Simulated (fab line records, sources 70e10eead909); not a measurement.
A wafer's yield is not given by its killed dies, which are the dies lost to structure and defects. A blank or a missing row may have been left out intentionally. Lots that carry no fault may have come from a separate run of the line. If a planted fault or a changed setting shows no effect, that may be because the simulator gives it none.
Matching of chambers -- flow nand_harc -- NHARC_A_DECK1_JOINT_CMP_13 on cmp-04 has 4 sister chambers
The step polishes, target thk 51.023 nm. 14 wafers are shown with their chamber, then 7 later ones without.

WAFERS WITH THEIR CHAMBER
wafer,chamber,motor_current_A (A),time_to_endpoint_s (s)
L075.3,1,13.3,7
L075.4,0,10.9,11
L075.5,0,11.3,11
L079.1,1,12.8,7
L079.4,0,11.5,12
L079.5,3,12.7,11
L081.2,2,11.5,10
L081.3,3,13.7,14
L081.6,1,13.6,5
L083.1,0,10.7,10
L083.2,1,13.3,7
L083.6,0,11.2,9
L084.3,0,11.5,12
L084.4,1,12.7,2

SIGNATURES (means of the wafers above)
reading,chamber 0,chamber 1,chamber 2,chamber 3,scatter within a chamber
motor_current_A,11.183,13.140,11.500,13.200,0.4
time_to_endpoint_s,10.83,5.60,10.00,12.50,1.75
Rule: a wafer's distance from a chamber is the root of the sum, over the readings, of the square of ((its reading less the chamber's mean) divided by the reading's scatter). The wafer belongs to the nearest chamber; if the next one is less than 2 further off, it can't be placed. The scatter: take each reading less its chamber's mean, square it, sum over the shown wafers, divide by the number of wafers less the number of chambers, and take the root.

WAFERS MISSING THEIR CHAMBER
wafer,motor_current_A (A),time_to_endpoint_s (s)
L084.5,11.3,11
L086.1,10.9,10
L086.2,12.1,11
L086.5,13.3,9
L095.2,11.3,10
L095.3,12.6,9
L095.4,13.1,7

WHICH CHAMBER EACH ONE RAN IN
wafer,from the rows above,in truth
L084.5,can't be placed: 0 or 2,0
L086.1,can't be placed: 0 or 2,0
L086.2,can't be placed: 2 or 0 or 3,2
L086.5,can't be placed: 1 or 3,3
L095.2,can't be placed: 2 or 0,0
L095.3,can't be placed: 1 or 3 or 2 or 0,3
L095.4,1,1
Placed correctly: 1 of 7. These rows do not allow placing 6 (true chamber among the candidates in 6). Placed wrongly: 0.
